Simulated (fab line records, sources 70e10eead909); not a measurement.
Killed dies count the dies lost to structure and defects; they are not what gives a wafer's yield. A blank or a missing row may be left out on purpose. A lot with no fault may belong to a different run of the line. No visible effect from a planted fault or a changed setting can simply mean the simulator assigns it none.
Comparing a struck lot with a sound one :: flow nandHarc :: 28 steps out of a route of 1159
Sound: the wafers L868.1, L868.2, L868.6. The struck wafers were L875.3, L875.4, L875.5. The cause comes at the end.
Order at every step that has rows: each side's tool, ch and its chambers, its first start. Under that, the readings that differ: sound wafers :: struck wafers :: difference of the means :: sigmas: that difference in standard deviations of wafers without a fault.
alike: a reading whose means differ by less than 2 such deviations, as well as words and numbers matching on both sides. not compared: withheld readings; readings where some wafer has no value; bounds like >300 that might hide an equal value; numbers whose values overlap and for which the record gives no deviation.
A row with sigmas, a row that says differs or no value, or rows on one side alone: a step with any of these is where the two part. When numbers do not overlap yet have no deviation, they are printed without sigmas and do not part them. A reading that every wafer of one side lacks parts them only if that side has two wafers or more.

first, 5 steps without rows for these wafers: NHARC_P_GATE_SOFTBAKE_06 (time 95 s); NHARC_P_GATE_EBR_07; NHARC_P_GATE_EXPOSE_08 (exposes mask P HV); NHARC_P_GATE_PEB_09 (peb time 85 s); NHARC_P_GATE_DEVELOP_10 (time 70 s).
NHARC_P_GATE_CD_MEAS_11 targets a cd of 1640 nm.
  sound on cdSem-03 ch 0, day 6 14:58; struck on cdSem-02 ch 0, day 8 05:52
  alike: cdNm
then, 1 step without rows for these wafers: NHARC_P_GATE_HARDBAKE_12 (time 80 s).
NHARC_P_GATE_DESCUM_13: chemistry O2, time 3 s.
  sound on rieDiel-02 ch 0,1,2, day 6 15:07; struck on rieDiel-02 ch 2,3, day 8 06:04
  alike: drypumpMotorCurrentA, oesProductAu, rfVppV, showerheadPlenumPTorr, throttleValvePct
  not compared: rfHoursCounterH
then, 4 steps without rows for these wafers: NHARC_P_GATE_ETCH_14 (etches SiO2 in dHF, target depth 48.8 nm); NHARC_P_GATE_STRIP_15 (strips in SPM, time 780 s); NHARC_P_GATE_PRECLEAN_71 (cleans in SC1); NHARC_P_GATE_SRD_72.
NHARC_P_GATE_OXIDE_16: material SiO2, target thk 3 nm, ox time 392 s.
  sound on furnace-07 ch 0, day 6 19:08; struck on furnace-07 ch 0, day 8 09:10
then, 1 step without rows for these wafers: NHARC_P_GATE_CVD_17 (deposits poly-Si, target thk 150 nm, time 900 s).
NHARC_P_GATE_HM_DEP_102: deposits aC, target thk 120 nm.
  sound on aclDep-02 ch 0, day 7 03:59; struck on aclDep-03 ch 0, day 8 21:13
  alike: throttleValvePct
NHARC_P_GATE_DEP_103: deposits SiON, target thk 30 nm.
  sound on pecvd-01 ch 0,1, day 7 04:38; struck on pecvd-02 ch 0,2, day 8 21:46
  alike: heaterPowerW
  not compared: sinceWetCleanH
then, 8 steps without rows for these wafers: NHARC_P_GATE_DEHYDRATE_18 (time 120 s); NHARC_P_GATE_HMDS_19 (time 30 s); NHARC_P_GATE_COAT_20 (resist thk 90 nm); NHARC_P_GATE_SOFTBAKE_21 (time 55 s); NHARC_P_GATE_EBR_22; NHARC_P_GATE_EXPOSE_23 (exposes mask P GATE, target cd 120 nm); NHARC_P_GATE_PEB_24 (peb time 65 s); NHARC_P_GATE_DEVELOP_25 (develop time 35 s).
NHARC_P_GATE_CD_MEAS_26 targets a cd of 120 nm.
  sound on cdSem-01 ch 0, day 7 05:19; struck on cdSem-01 ch 0, day 8 22:28
  alike: cdNm
NHARC_P_GATE_OVL_MEAS_27:
  sound on overlay-01, day 7 05:25; struck on overlay-01, day 8 22:32
  alike: overlayXNm, overlayYNm
NHARC_P_GATE_INSPECT_28:
  sound on defectInspect-01, day 7 05:26; struck on defectInspect-01, day 8 22:45
reading: rawDefectCount
sound: 7 10 4
struck: 1311 1279 1304
difference: +1291
sigmas: +99 or more
  not compared: hold
following that, these wafers have no rows for 1 step: NHARC_END_SORT_01.

## WHERE THEY PART
At NHARC_P_GATE_INSPECT_28 and nowhere else, as far as this record goes.

WHY: what the simulator had put in
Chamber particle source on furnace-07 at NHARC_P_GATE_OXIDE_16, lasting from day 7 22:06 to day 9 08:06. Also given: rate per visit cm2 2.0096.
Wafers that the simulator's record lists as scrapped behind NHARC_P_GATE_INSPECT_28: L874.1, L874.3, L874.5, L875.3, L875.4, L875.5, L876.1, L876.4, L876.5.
